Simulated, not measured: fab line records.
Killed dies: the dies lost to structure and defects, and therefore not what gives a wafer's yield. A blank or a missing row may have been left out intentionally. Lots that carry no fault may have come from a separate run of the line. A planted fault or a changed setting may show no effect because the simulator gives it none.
fab line records	flow n5Finfet
record: lots: 11	wafers: 32	lastDay: 18
route steps=1938 shown BEOL_M4@1111 BEOL_M14@1762 BEOL_M15@1783 MIM_TOP@1836 PASSIVATION@1936
lots that met no fault: from a run of the same line without faults
startH: hours from the record's opening day to when the first of the lot's shown wafers began	waitH: time in hours since the lot's previous step	" same as the row above	L1.1+2: a row that stands for several wafers	- no value, or no start was given	* or withheld: withheld	< > ~ a bound
route shown NAME@n: NAME is a module with steps in the file, n the number in the route of the first one	usual: the fault-free wafers' mean and standard deviation	same: alike in all rows	chamber/n: place in a boat	sites: per-site readings	_std_site: standard deviation of those values	_edge_site: outer sites' mean less inner sites'	radiusMm: for every site, how far away it sits from the centre of the wafer	mask NAME#n: copy n	behind: the most recent tool/chamber to have shaped the wafer	hold: reason for holding the lot/hours on hold/outcome of the hold	device: the n, p or np transistor that did not switch	end of line: tests of these same wafers at the route's end	a step with no rows: only its recipe	killed: dies lost to structure and defects at the first sort, not the wafer's yield	map: the dies of a wafer, with x for killed, . for not killed, _ for no die there
set.NAME: the setting the step ran with; set.NAME@STEP: the setting that earlier step ran with	model.NAME: the simulator's own value behind a step, which no gauge read
a sample of lots followed through the steps of the route, with each step as a table and each wafer as a row
services: when a tool's chamber went out of use (startH, in hours from the record's first day, below 0 if earlier), for how many hours, and the reason
== steps ==
step: N5_BEOL_M4_RC_MEAS_101
usual: DIBL_N: 36.3/2.2	DIBL_P: 36.0/2.4	IOFF_N: 0.16/0.042	IOFF_P: 0.22/0.041	ION_N: 672/14	ION_P: 462/7.9	SS_N: 71.7/0.76	SS_P: 73.3/0.72	VT_N: 250/3.6	VT_P: -249/3
lot.wafer	tool	chamber	startH	waitH	DIBL_N[mV/V]	DIBL_P[mV/V]	IOFF_N[nA/um]	IOFF_P[nA/um]	ION_N[uA/um]	ION_P[uA/um]	SS_N[mV/dec]	SS_P[mV/dec]	VT_N[mV]	VT_P[mV]
L877.1	prober-02	0	167.38	0.0	37.2	38.0	0.19	0.24	680	463	72.1	74.9	245	-252
L877.3	"	0	"	"	36.3	36.5	0.16	0.21	661	459	71.8	73.9	253	-251
L878.1	prober-02	0	175.75	0.0	37.1	36.6	0.18	0.24	673	467	71.0	73.4	251	-249
L878.2	"	0	"	"	35.7	36.3	0.15	0.24	667	466	71.5	73.0	252	-246
L878.5	"	0	"	"	38.0	37.9	0.20	0.27	679	463	72.0	73.9	244	-244
L879.1	prober-02	0	179.50	0.0	34.8	35.2	0.15	0.20	679	465	70.7	72.5	251	-251
L879.2	"	0	"	"	38.0	37.8	0.21	0.26	687	464	72.2	74.1	248	-249
L879.5	"	0	"	"	36.3	36.1	0.17	0.22	689	465	71.3	73.2	249	-251
L885.1	prober-01	0	210.30	0.0	34.6	33.0	0.11	0.17	662	458	70.9	72.2	253	-253
L885.2	"	0	"	"	36.1	34.1	0.13	0.19	663	458	71.0	72.6	253	-250
L885.5	"	0	"	"	37.9	36.8	0.17	0.24	689	470	72.2	72.9	250	-246
L887.4	prober-02	0	222.45	0.7	37.8	35.5	0.18	0.22	675	464	72.2	73.7	250	-248
L887.5	"	0	"	"	39.1	38.1	0.20	0.26	678	465	72.0	73.9	246	-249
L887.6	"	0	"	"	39.7	37.4	0.20	0.23	680	461	72.5	73.3	249	-248
L892.1	prober-02	0	249.68	0.0	34.4	35.2	0.16	0.24	671	466	72.1	73.3	250	-245
L892.5	"	0	"	"	34.4	34.6	0.16	0.23	689	475	71.0	73.2	247	-244
L892.6	"	0	"	"	33.5	34.2	0.14	0.22	668	464	70.8	72.4	252	-246
L891.1	prober-02	0	265.91	0.0	35.7	37.7	0.15	0.22	674	459	71.7	74.1	252	-250
L891.3	"	0	"	"	35.9	38.6	0.17	0.25	675	465	71.6	74.2	249	-247
L891.5	"	0	"	"	31.8	33.2	0.11	0.17	653	458	71.1	72.6	253	-253
L894.2	prober-01	0	269.69	0.2	35.7	35.3	0.14	0.18	650	445	71.6	72.7	253	-252
L894.3	"	0	"	"	31.3	30.2	0.09	0.13	645	453	70.0	71.8	256	-254
L894.4	"	0	"	"	37.2	37.2	0.17	0.20	662	460	72.2	73.2	250	-251
L896.3	prober-01	0	313.19	0.3	37.3	39.3	0.20	0.30	689	482	70.9	74.7	244	-241
L896.5	"	0	"	"	38.0	39.8	0.21	0.31	692	476	72.5	74.0	245	-244
L896.6	"	0	"	"	33.8	34.4	0.12	0.19	661	460	70.5	72.2	252	-249
L897.1	prober-02	0	316.38	0.0	36.8	37.1	0.18	0.24	679	464	72.0	73.5	247	-248
L897.4	"	0	"	"	36.5	38.0	0.20	0.26	706	483	71.7	73.3	243	-245
L897.5	"	0	"	"	36.3	37.4	0.18	0.23	692	467	71.8	73.1	248	-246
L899.2	prober-01	0	316.66	0.2	39.2	37.0	0.23	0.21	668	447	74.3	73.7	251	-253
L899.5	"	0	"	"	38.6	38.2	0.20	0.22	685	460	72.2	73.6	249	-251
L899.6	"	0	"	"	38.5	37.3	0.20	0.21	688	454	72.5	73.6	250	-250
step: N5_BEOL_M14_SPUTTER_43
recipe: material: TaN	targetThkA: 150	tempC: 50	biasV: 168.6	powerW: 15000	chamberPressurePa: 0.12	timeS: 24.19
usual: throttleValvePct: 30.7/1.3
lot.wafer	tool	chamber	startH	waitH	throttleValvePct
L877.1	pvdSputter-01	-	246.51	0.0	31.0
L877.3	"	-	"	"	31.0
L878.1	pvdSputter-01	-	250.01	0.0	31.0
L878.2	"	-	"	"	31.1
L878.5	"	-	"	"	32.5
L879.1	pvdSputter-02	-	253.36	0.0	31.9
L879.2	"	-	"	"	30.9
L879.5	"	-	"	"	31.9
L885.1	pvdSputter-03	-	285.35	0.0	28.6
L885.2	"	-	"	"	30.5
L885.5	"	-	"	"	30.2
L887.4	pvdSputter-03	-	299.37	0.0	30.4
L887.5	"	-	"	"	29.6
L887.6	"	-	"	"	28.7
L892.1	pvdSputter-02	-	336.36	0.0	30.0
L892.5	"	-	"	"	30.1
L892.6	"	-	"	"	29.8
L891.1	pvdSputter-02	-	340.22	0.0	30.7
L891.3	"	-	"	"	30.2
L891.5	"	-	"	"	30.0
L894.2	pvdSputter-01	-	346.40	0.0	31.0
L894.3	"	-	"	"	30.9
L894.4	"	-	"	"	31.3
L896.3	pvdSputter-03	-	397.55	0.0	28.6
L896.5	"	-	"	"	30.2
L896.6	"	-	"	"	27.5
L897.1	pvdSputter-01	-	406.63	0.0	31.3
L897.4	"	-	"	"	32.6
L897.5	"	-	"	"	31.1
L899.2	pvdSputter-03	-	411.34	0.0	27.6
L899.5	"	-	"	"	29.4
L899.6	"	-	"	"	27.5
step: N5_BEOL_M14_RS_MEAS_54
recipe: thkMeasGauge: four-point-probe	reads: Cu_of_BEOL_M14_ECD_47+Ta_of_BEOL_M14_SPUTTER_44+TaN_of_BEOL_M14_SPUTTER_43
usual: M14_RS: 0.0336/0.00084
lot.wafer	tool	chamber	startH	waitH	M14_RS[ohm/sq]
L877.1	filmMetro-01	-	247.72	0.0	0.0345
L877.3	"	-	"	"	0.0322
L878.1	filmMetro-02	-	251.20	0.0	0.0347
L878.2	"	-	"	"	0.0344
L878.5	"	-	"	"	0.0348
L879.1	filmMetro-01	-	254.55	0.0	0.0317
L879.2	"	-	"	"	0.0340
L879.5	"	-	"	"	0.0317
L885.1	filmMetro-01	-	286.57	0.0	0.0353
L885.2	"	-	"	"	0.0342
L885.5	"	-	"	"	0.0343
L887.4	filmMetro-01	-	300.72	0.1	0.0337
L887.5	"	-	"	"	0.0329
L887.6	"	-	"	"	0.0337
L892.1	filmMetro-02	-	337.61	0.0	0.0342
L892.5	"	-	"	"	0.0343
L892.6	"	-	"	"	0.0326
L891.1	filmMetro-01	-	341.41	0.0	0.0340
L891.3	"	-	"	"	0.0351
L891.5	"	-	"	"	0.0346
L894.2	filmMetro-02	-	347.62	0.1	0.0321
L894.3	"	-	"	"	0.0333
L894.4	"	-	"	"	0.0323
L896.3	filmMetro-01	-	398.82	0.1	0.0331
L896.5	"	-	"	"	0.0348
L896.6	"	-	"	"	0.0340
L897.1	filmMetro-02	-	407.82	0.0	0.0342
L897.4	"	-	"	"	0.0333
L897.5	"	-	"	"	0.0341
L899.2	filmMetro-02	-	412.82	0.1	0.0334
L899.5	"	-	"	"	0.0332
L899.6	"	-	"	"	0.0324
step: N5_BEOL_M15_CD_MEAS_10
recipe: targetCdNm: 360	landingEnergyEv: 500	detector: seInlens	polarity: opening
usual: cdNm: 359.8/1.8
lot.wafer	tool	chamber	startH	waitH	cdNm
L877.1	cdSem-01	0	248.33	-	358.5
L877.3	"	0	"	"	361.6
L878.1	cdSem-03	0	251.81	-	356.9
L878.2	"	0	"	"	357.6
L878.5	"	0	"	"	357.4
L879.1	cdSem-02	0	255.17	-	360.5
L879.2	"	0	"	"	359.9
L879.5	"	0	"	"	359.4
L885.1	cdSem-02	0	287.32	-	361.8
L885.2	"	0	"	"	362.2
L885.5	"	0	"	"	359.3
L887.4	cdSem-03	0	301.34	-	359.7
L887.5	"	0	"	"	358.9
L887.6	"	0	"	"	358.8
L892.1	cdSem-02	0	338.33	-	359.5
L892.5	"	0	"	"	359.3
L892.6	"	0	"	"	360.6
L891.1	cdSem-01	0	342.03	-	358.2
L891.3	"	0	"	"	356.6
L891.5	"	0	"	"	358.7
L894.2	cdSem-02	0	348.36	-	359.5
L894.3	"	0	"	"	359.7
L894.4	"	0	"	"	359.4
L896.3	cdSem-03	0	399.57	-	359.6
L896.5	"	0	"	"	359.5
L896.6	"	0	"	"	361.7
L897.1	cdSem-03	0	408.56	-	361.5
L897.4	"	0	"	"	361.8
L897.5	"	0	"	"	363.1
L899.2	cdSem-02	0	413.67	-	361.8
L899.5	"	0	"	"	360.3
L899.6	"	0	"	"	362.6
step: N5_MIM_TOP_ALD_02
recipe: material: Al2O3	targetThkA: *	tempC: withheld	aldPrecursorFamily: TMA	aldCoReactant: O3	pulseTimeS: withheld	purgeTimeS: 3	coReactantPurgeTimeS: withheld	coReactantPulseTimeS: 3	aldCycles: withheld
usual: precursorPulseHeightRel: 1.002/0.021
lot.wafer	tool	chamber	startH	waitH	precursorPulseHeightRel
L877.1	aldHk-03	0	254	-	1.018
L877.3	"	3	"	"	1.005
L878.1	aldHk-03	3	260	-	0.997
L878.2	"	0	"	"	1.036
L878.5	"	0	"	"	1.016
L879.1	aldHk-03	0	265	-	0.952
L879.2	"	2	"	"	0.996
L879.5	"	0	"	"	1.000
L885.1	aldHk-03	3	294	-	1.043
L885.2	"	1	"	"	0.998
L885.5	"	2	"	"	1.024
L887.4	aldHk-03	2	310	-	0.991
L887.5	"	2	"	"	0.997
L887.6	"	3	"	"	0.986
L892.1	aldHk-02	1	346	-	-
L892.5	"	1	"	"	-
L892.6	"	2	"	"	-
L891.1	aldHk-03	3	349	-	-
L891.3	"	2	"	"	-
L891.5	"	2	"	"	-
L894.2	aldHk-01	3	361	-	-
L894.3	"	2	"	"	-
L894.4	"	1	"	"	-
L896.3	aldHk-03	3	410	-	1.001
L896.5	"	3	"	"	1.037
L896.6	"	0	"	"	1.016
L897.1	aldHk-03	1	419	-	0.963
L897.4	"	0	"	"	1.025
L897.5	"	3	"	"	1.007
L899.2	aldHk-03	2	424	-	1.020
L899.5	"	3	"	"	0.977
L899.6	"	0	"	"	0.996
step: N5_PASSIVATION_PROBE_49
usual: defectLimitedYield: 91.3/1.7	killed_at_M0_to_M3: 33/9.9	killed_at_M4_up: 14/6.4	killedAtContacts: 12/7	killedAtFrontEnd: 41/13	killedAtOther: 3.1/2.9	killedDies: 103/20	killedOnRim: 13/4	killedOpen: 67/14	killedShort: 34/9.4	sort_bin_5_function: 5.1/1.1	sort_bin_6_memory: 3.2/0.79	sortNPass: 1077/21	sortYieldPct: 91.2/1.7
same: grossDies: 1180	killedAtBackSide: 0	sort_bin_4_leakage[%]: 0	sort_bin_8_speed[%]: 0
lot.wafer	tool	chamber	startH	waitH	defectLimitedYield[%]	killed_at_M0_to_M3	killed_at_M4_up	killedAtContacts	killedAtFrontEnd	killedAtOther	killedDies	killedOnRim	killedOpen	killedShort	sort_bin_5_function[%]	sort_bin_6_memory[%]	sortNPass	sortYieldPct[%]
L877.1	prober-02	-	265.56	0.0	92.0	29	15	11	37	2	94	12	66	27	5.2	2.6	1086	92.0
L877.3	prober-02	-	265.66	0.1	90.7	31	16	34	29	0	110	14	72	37	5.6	3.3	1070	90.7
L878.1	prober-02	-	270.93	0.0	92.3	32	12	14	32	1	91	12	70	21	4.5	3.0	1089	92.3
L878.2	prober-02	-	270.98	0.1	89.9	64	5	7	42	1	119	17	74	45	5.8	3.9	1061	89.9
L878.5	prober-02	-	271.13	0.2	93.6	22	12	3	34	4	75	8	51	24	4.2	2.1	1105	93.6
L879.1	prober-01	-	277.56	0.0	91.4	22	17	14	48	0	101	14	64	33	4.2	3.8	1079	91.4
L879.2	prober-01	-	277.61	0.1	91.4	25	12	9	56	0	102	13	67	35	5.8	2.5	1078	91.4
L879.5	prober-01	-	277.76	0.2	90.3	26	9	17	62	1	115	9	65	49	6.5	2.5	1065	90.3
L885.1	prober-01	-	304.99	0.0	90.7	27	16	6	55	6	110	12	58	48	5.9	2.9	1070	90.7
L885.2	prober-01	-	305.04	0.1	92.5	37	5	9	37	1	89	8	47	40	4.6	2.8	1091	92.5
L885.5	prober-01	-	305.19	0.2	91.9	27	8	6	49	6	96	14	54	40	5.2	2.7	1084	91.9
L887.4	prober-02	-	324.97	0.2	91.4	40	10	19	31	1	101	12	56	45	5.1	3.3	1079	91.4
L887.5	prober-02	-	325.02	0.2	89.7	45	8	19	37	12	121	14	76	39	5.8	3.7	1059	89.7
L887.6	prober-02	-	325.07	0.3	92.5	26	6	11	42	4	89	13	57	25	4.4	2.4	1091	92.5
L892.1	prober-01	-	362.31	0.0	87.5	19	20	12	39	58	148	40	61	31	9.7	2.5	1032	87.5
L892.5	prober-01	-	362.51	0.2	87.3	25	12	6	51	56	150	37	60	39	9.2	3.4	1030	87.3
L892.6	prober-01	-	362.56	0.3	87.6	14	23	10	33	66	146	7	59	26	9.1	3.0	1034	87.6
L891.1	prober-01	-	362.88	0.0	85.1	39	8	26	44	59	176	16	71	51	9.7	4.8	1004	85.1
L891.3	prober-01	-	362.98	0.1	85.5	48	12	7	53	51	171	39	77	44	8.9	4.9	1009	85.5
L891.5	prober-01	-	363.08	0.2	83.2	53	14	29	43	59	198	40	91	49	11.5	5.0	982	83.2
L894.2	prober-02	-	378.25	0.1	87.6	34	14	16	34	48	146	13	70	28	8.6	3.6	1034	87.6
L894.3	prober-02	-	378.30	0.1	86.9	40	18	5	38	54	155	19	58	34	8.6	3.1	1025	86.9
L894.4	prober-02	-	378.35	0.2	85.7	34	16	7	44	68	169	47	69	38	9.9	3.9	1011	85.7
L896.3	prober-02	-	421.18	0.1	93.9	27	14	3	23	5	72	12	48	22	3.8	2.0	1108	93.9
L896.5	prober-02	-	421.28	0.2	92.8	33	12	4	34	2	85	5	59	25	4.0	3.1	1095	92.8
L896.6	prober-02	-	421.33	0.3	90.9	40	20	6	40	1	107	12	60	47	6.1	2.8	1073	90.9
L897.1	prober-01	-	431.59	0.0	93.2	25	12	7	33	3	80	11	57	23	3.4	3.0	1100	93.2
L897.4	prober-01	-	431.74	0.2	92.6	18	12	14	41	2	87	10	62	25	4.3	2.8	1093	92.6
L897.5	prober-01	-	431.79	0.2	91.4	33	20	11	35	2	101	11	76	25	4.7	3.6	1079	91.4
L899.2	prober-01	-	437.73	0.1	92.0	21	13	7	53	0	94	9	68	26	4.3	3.6	1086	92.0
L899.5	prober-01	-	437.88	0.2	89.8	37	8	11	60	4	120	12	85	34	6.2	3.8	1060	89.8
L899.6	prober-01	-	437.93	0.3	87.3	64	15	12	57	2	150	17	97	50	7.8	4.8	1030	87.3
killed by level:class
L877.1 FIN_SAQP:geometricParticle:open=16 BEOL_M3:geometricParticle:open=9 MOL_CONTACT_COAG:geometricParticle:open=8 BEOL_M2:geometricParticle:open=6 BEOL_M4:geometricParticle:open=6 FIN_SAQP:geometricParticle:short=5 BEOL_M0_SAQP:geometricParticle:open=5 STI_FIN_REVEAL:geometricParticle:open=3
L877.3 MOL_CONTACT_COAG:geometricParticle:open=20 MOL_CONTACT_COAG:geometricParticle:short=14 BEOL_M3:geometricParticle:open=11 STI_FIN_REVEAL:geometricParticle:open=6 BEOL_M2:geometricParticle:open=6 FIN_SAQP:geometricParticle:open=5 BEOL_M4:geometricParticle:open=5 GATE_CUT:geometricParticle:short=4
L878.1 BEOL_M0_SAQP:geometricParticle:open=12 MOL_CONTACT_COAG:geometricParticle:open=9 STI_FIN_REVEAL:geometricParticle:open=7 FIN_SAQP:geometricParticle:open=5 MOL_CONTACT_COAG:geometricParticle:short=5 BEOL_M2:geometricParticle:open=5 DUMMY_GATE:geometricParticle:open=4 GATE_CUT:geometricParticle:open=4
L878.2 BEOL_M3:geometricParticle:open=20 FIN_SAQP:geometricParticle:short=14 BEOL_M0_SAQP:geometricParticle:short=13 FIN_SAQP:geometricParticle:open=11 BEOL_M0_SAQP:geometricParticle:open=11 MOL_CONTACT_COAG:geometricParticle:open=6 BEOL_M2:geometricParticle:open=6 BEOL_M3:geometricParticle:short=6
L878.5 FIN_SAQP:geometricParticle:short=7 BEOL_M3:geometricParticle:open=7 FIN_SAQP:geometricParticle:open=6 STI_FIN_REVEAL:geometricParticle:open=6 DUMMY_GATE:geometricParticle:open=5 BEOL_M0_SAQP:geometricParticle:open=5 BEOL_M2:geometricParticle:open=5 BEOL_M0_SAQP:geometricParticle:short=3
L879.1 FIN_SAQP:geometricParticle:open=11 MOL_CONTACT_COAG:geometricParticle:open=11 GATE_CUT:geometricParticle:short=9 FIN_SAQP:geometricParticle:short=8 BEOL_M0_SAQP:geometricParticle:open=8 BEOL_M4:geometricParticle:open=7 GATE_CUT:geometricParticle:open=5 BEOL_M0_SAQP:geometricParticle:short=4
L879.2 FIN_SAQP:geometricParticle:short=13 FIN_SAQP:geometricParticle:open=11 STI_FIN_REVEAL:geometricParticle:open=8 MOL_CONTACT_COAG:geometricParticle:open=8 BEOL_M2:geometricParticle:open=8 BEOL_M4:geometricParticle:open=6 BEOL_M3:geometricParticle:open=5 DUMMY_GATE:geometricParticle:open=4
L879.5 FIN_SAQP:geometricParticle:short=18 MOL_CONTACT_COAG:geometricParticle:open=13 FIN_SAQP:geometricParticle:open=9 BEOL_M3:geometricParticle:open=9 GATE_CUT:geometricParticle:short=8 BEOL_M2:geometricParticle:open=5 STARTING-WAFER:geometricParticle:short=5 MOL_CONTACT_COAG:geometricParticle:short=4
L885.1 FIN_SAQP:geometricParticle:short=19 FIN_SAQP:geometricParticle:open=7 STI_FIN_REVEAL:geometricParticle:open=6 BEOL_M0_SAQP:geometricParticle:open=6 BEOL_M4:geometricParticle:open=6 SPACER0:geometricParticle:open=5 MOL_CONTACT_COAG:geometricParticle:open=5 BEOL_M1:geometricParticle:open=5
L885.2 GATE_CUT:geometricParticle:short=10 BEOL_M0_SAQP:geometricParticle:open=7 BEOL_M3:geometricParticle:open=7 MOL_CONTACT_COAG:geometricParticle:open=6 BEOL_M1:geometricParticle:open=6 BEOL_M0_SAQP:geometricParticle:short=5 BEOL_M2:geometricParticle:open=5 BEOL_M1:geometricParticle:short=4
L885.5 STI_FIN_REVEAL:geometricParticle:open=16 FIN_SAQP:geometricParticle:short=13 MOL_CONTACT_COAG:geometricParticle:open=6 BEOL_M3:geometricParticle:open=6 BEOL_M4:geometricParticle:short=5 DUMMY_GATE:geometricParticle:open=4 BEOL_M0_SAQP:geometricParticle:open=4 BEOL_M1:geometricParticle:open=4
L887.4 MOL_CONTACT_COAG:geometricParticle:open=14 BEOL_M0_SAQP:geometricParticle:short=13 BEOL_M0_SAQP:geometricParticle:open=9 BEOL_M2:geometricParticle:open=8 FIN_SAQP:geometricParticle:open=6 FIN_SAQP:geometricParticle:short=6 GATE_CUT:geometricParticle:short=6 MOL_CONTACT_COAG:geometricParticle:short=5
L887.5 MOL_CONTACT_COAG:geometricParticle:open=17 BEOL_M0_SAQP:geometricParticle:open=10 FIN_SAQP:geometricParticle:short=9 BEOL_M1:geometricParticle:open=9 BEOL_M2:geometricParticle:open=8 BEOL_M0_SAQP:geometricParticle:short=6 PASS1_DEP:geometricParticle:open=6 HKMG_FIN:areaEtch=6
L887.6 FIN_SAQP:geometricParticle:open=10 MOL_CONTACT_COAG:geometricParticle:open=9 BEOL_M2:geometricParticle:open=7 HKMG_FIN:areaEtch=7 BEOL_M3:geometricParticle:open=6 FIN_SAQP:geometricParticle:short=5 BEOL_M0_SAQP:geometricParticle:short=5 BEOL_M0_SAQP:geometricParticle:open=4
L892.1 MIM_TOP:areaAld=56 FIN_SAQP:geometricParticle:open=10 MOL_CONTACT_COAG:geometricParticle:open=9 FIN_SAQP:geometricParticle:short=8 BEOL_M1:geometricParticle:open=8 DUMMY_GATE:geometricParticle:open=5 GATE_CUT:geometricParticle:short=5 BEOL_M7:geometricParticle:open=4
L892.5 MIM_TOP:areaAld=51 FIN_SAQP:geometricParticle:short=13 FIN_SAQP:geometricParticle:open=11 STI_FIN_REVEAL:geometricParticle:open=11 BEOL_M0_SAQP:geometricParticle:short=5 BEOL_M0_SAQP:geometricParticle:open=5 BEOL_M3:geometricParticle:open=5 BEOL_M5:geometricParticle:open=5
L892.6 MIM_TOP:areaAld=61 MOL_CONTACT_COAG:geometricParticle:open=10 BEOL_M4:geometricParticle:open=7 FIN_SAQP:geometricParticle:short=6 STI_FIN_REVEAL:geometricParticle:open=6 BEOL_M0_SAQP:geometricParticle:open=5 BEOL_M0_SAQP:geometricParticle:short=5 BEOL_M5:geometricParticle:open=5
L891.1 MIM_TOP:areaAld=54 MOL_CONTACT_COAG:geometricParticle:open=19 BEOL_M0_SAQP:geometricParticle:short=14 FIN_SAQP:geometricParticle:short=9 STI_FIN_REVEAL:geometricParticle:open=8 BEOL_M0_SAQP:geometricParticle:open=8 FIN_SAQP:geometricParticle:open=7 MOL_CONTACT_COAG:geometricParticle:short=7
L891.3 MIM_TOP:areaAld=49 BEOL_M3:geometricParticle:open=16 FIN_SAQP:geometricParticle:short=15 STI_FIN_REVEAL:geometricParticle:open=11 FIN_SAQP:geometricParticle:open=9 GATE_CUT:geometricParticle:short=9 BEOL_M0_SAQP:geometricParticle:short=8 BEOL_M4:geometricParticle:open=8
L891.5 MIM_TOP:areaAld=55 MOL_CONTACT_COAG:geometricParticle:open=24 BEOL_M3:geometricParticle:open=12 BEOL_M2:geometricParticle:open=11 FIN_SAQP:geometricParticle:open=10 FIN_SAQP:geometricParticle:short=9 STI_FIN_REVEAL:geometricParticle:open=9 GATE_CUT:geometricParticle:short=7
L894.2 MIM_TOP:areaAld=46 MOL_CONTACT_COAG:geometricParticle:open=14 BEOL_M3:geometricParticle:open=9 STI_FIN_REVEAL:geometricParticle:open=9 BEOL_M0_SAQP:geometricParticle:short=7 BEOL_M0_SAQP:geometricParticle:open=6 BEOL_M4:geometricParticle:open=6 FIN_SAQP:geometricParticle:open=5
L894.3 MIM_TOP:areaAld=50 HKMG_FIN:areaEtch=11 BEOL_M3:geometricParticle:open=9 STI_FIN_REVEAL:geometricParticle:open=7 BEOL_M0_SAQP:geometricParticle:open=7 BEOL_M0_SAQP:geometricParticle:short=6 BEOL_M4:geometricParticle:open=6 FIN_SAQP:geometricParticle:short=5
L894.4 MIM_TOP:areaAld=58 FIN_SAQP:geometricParticle:short=15 BEOL_M0_SAQP:geometricParticle:open=10 FIN_SAQP:geometricParticle:open=7 STI_FIN_REVEAL:geometricParticle:open=7 MOL_CONTACT_COAG:geometricParticle:open=7 BEOL_M0_SAQP:geometricParticle:short=7 BEOL_M4:geometricParticle:open=7
L896.3 BEOL_M3:geometricParticle:open=9 BEOL_M4:geometricParticle:open=7 FIN_SAQP:geometricParticle:short=6 BEOL_M2:geometricParticle:open=5 DUMMY_GATE:geometricParticle:open=4 BEOL_M0:geometricParticle:open=4 BEOL_M1:geometricParticle:open=4 MOL_CONTACT_COAG:geometricParticle:open=3
L896.5 BEOL_M3:geometricParticle:open=11 FIN_SAQP:geometricParticle:open=10 BEOL_M2:geometricParticle:open=7 FIN_SAQP:geometricParticle:short=6 DUMMY_GATE:geometricParticle:open=5 BEOL_M5:geometricParticle:open=5 MOL_CONTACT_COAG:geometricParticle:open=4 BEOL_M1:geometricParticle:open=4
L896.6 GATE_CUT:geometricParticle:short=13 BEOL_M0_SAQP:geometricParticle:short=8 BEOL_M2:geometricParticle:open=8 BEOL_M4:geometricParticle:open=7 BEOL_M3:geometricParticle:open=7 BEOL_M1:geometricParticle:open=6 BEOL_M3:geometricParticle:short=6 FIN_SAQP:geometricParticle:open=5
L897.1 STI_FIN_REVEAL:geometricParticle:open=9 BEOL_M4:geometricParticle:open=9 BEOL_M2:geometricParticle:open=8 MOL_CONTACT_COAG:geometricParticle:open=6 STARTING-WAFER:geometricParticle:short=5 GATE_CUT:geometricParticle:open=4 FIN_SAQP:geometricParticle:open=3 BEOL_M0:geometricParticle:open=3
L897.4 MOL_CONTACT_COAG:geometricParticle:open=11 STI_FIN_REVEAL:geometricParticle:open=10 DUMMY_GATE:geometricParticle:open=9 BEOL_M2:geometricParticle:open=6 GATE_CUT:geometricParticle:short=5 FIN_SAQP:geometricParticle:open=4 BEOL_M4:geometricParticle:open=4 STARTING-WAFER:geometricParticle:short=4
L897.5 BEOL_M4:geometricParticle:open=16 MOL_CONTACT_COAG:geometricParticle:open=11 BEOL_M1:geometricParticle:open=8 STI_FIN_REVEAL:geometricParticle:open=7 BEOL_M2:geometricParticle:open=7 FIN_SAQP:geometricParticle:open=6 FIN_SAQP:geometricParticle:short=4 DUMMY_GATE:geometricParticle:open=3
L899.2 STI_FIN_REVEAL:geometricParticle:open=10 FIN_SAQP:geometricParticle:short=9 FIN_SAQP:geometricParticle:open=9 MOL_CONTACT_COAG:geometricParticle:open=7 BEOL_M0_SAQP:geometricParticle:open=7 DUMMY_GATE:geometricParticle:open=6 BEOL_M0_SAQP:geometricParticle:short=4 STARTING-WAFER:geometricParticle:short=3
L899.5 STI_FIN_REVEAL:geometricParticle:open=27 BEOL_M0_SAQP:geometricParticle:short=15 MOL_CONTACT_COAG:geometricParticle:open=10 STARTING-WAFER:geometricParticle:open=8 BEOL_M0_SAQP:geometricParticle:open=7 FIN_SAQP:geometricParticle:short=6 BEOL_M0:geometricParticle:open=6 FIN_SAQP:geometricParticle:open=5
L899.6 BEOL_M0_SAQP:geometricParticle:short=23 BEOL_M0_SAQP:geometricParticle:open=20 STI_FIN_REVEAL:geometricParticle:open=17 FIN_SAQP:geometricParticle:open=14 BEOL_M2:geometricParticle:open=11 MOL_CONTACT_COAG:geometricParticle:open=10 FIN_SAQP:geometricParticle:short=8 BEOL_M5:geometricParticle:open=6
== services ==
tool	chamber	startH	hours	kind
aldHk-02	-	243.64	0.4	repair
pvdSputter-02	-	269.38	29.2	repair
aldHk-02	-	308.69	2.8	pm
aldHk-01	-	316.14	1.4	repair
pvdSputter-03	-	355.87	6.6	repair
aldHk-01	-	371.93	8.7	pm
aldHk-03	-	391.16	0.8	repair
pvdSputter-02	-	394.55	4.0	repair
aldHk-01	-	404.27	7.4	repair
== key ==
firstSign: step: N5_MIM_TOP_ALD_02	reading: toolRecord	direction: missing
effect: step: N5_PASSIVATION_PROBE_49	reading: killedAtOther	direction: up	sigmas: 19	usual: 3.1	struck: 57.7
moreKillsBornAt: N5_MIM_TOP_ALD_02@aldHk-02: 168	N5_MIM_TOP_ALD_02@aldHk-03: 158	N5_MIM_TOP_ALD_02@aldHk-01: 153
metAt N5_MIM_TOP_ALD_02
struckLots L891,L892,L894
baselineLoss: step: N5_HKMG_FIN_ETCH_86	wafers: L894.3
notActingAt N5_BEOL_M14_SPUTTER_43,N5_BEOL_M14_RS_MEAS_54,N5_BEOL_M15_CD_MEAS_10
onsetBetween 310 346
fault: kind: skippedStepWhole	tool: aldHk-01,aldHk-02,aldHk-03	chamber: -	onsetH: 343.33	steps: N5_MIM_TOP_ALD_02	scope: struckLotsOnly
baselineLoss: these wafers lose ten dies or more at that step, a loss of the line's own and not of a fault; the sort's usual values leave them out
